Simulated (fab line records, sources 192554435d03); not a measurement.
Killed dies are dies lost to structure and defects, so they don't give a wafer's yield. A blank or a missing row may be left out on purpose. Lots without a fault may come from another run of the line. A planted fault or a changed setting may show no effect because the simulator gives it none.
Chamber matching | flow n5_finfet | N5_FIN_SAQP_SPACER2_ALD_28 on ald_sin-02: 4 sister chambers
The step deposits SiO2, target thk 8.1 nm, pulse time 1 s, purge time 2 s. 4 wafers are shown with their chamber, then 7 later ones without.

WAFERS WITH THEIR CHAMBER
wafer  | chamber | heater_power_w (W)
L081.4 | 0       | 437
L083.5 | 2       | 373
L085.3 | 1       | 549
L085.4 | 3       | 429

WAFERS WITHOUT THEIR CHAMBER
wafer  | heater_power_w (W)
L085.6 | 423
L089.2 | 434
L089.4 | 365
L089.5 | 366
L090.2 | 435
L090.4 | 528
L090.5 | 434

WHICH CHAMBER EACH WENT THROUGH
wafer  | from the rows above     | in truth
L085.6 | can't be placed: 3 or 0 | 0
L089.2 | can't be placed: 0 or 3 | 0
L089.4 | 2                       | 2
L089.5 | 2                       | 2
L090.2 | can't be placed: 0 or 3 | 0
L090.4 | 1                       | 1
L090.5 | can't be placed: 0 or 3 | 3
Placed correctly: 3 of 7. Can't be placed from these rows: 4 (the true chamber is among the candidates in 4). Placed wrongly: 0.
How it was worked out, from the rows above alone: a wafer's distance from a chamber is the root of the sum, over the readings, of the square of ((its reading less the chamber's mean) divided by the reading's scatter). The wafer belongs to the nearest chamber; if the next one is less than 2 further off, it can't be placed. A chamber's mean is the mean of its shown wafers. The scatter: with one shown wafer a chamber, the root of the mean of the squares of how far each hidden wafer lies from its nearest shown one.
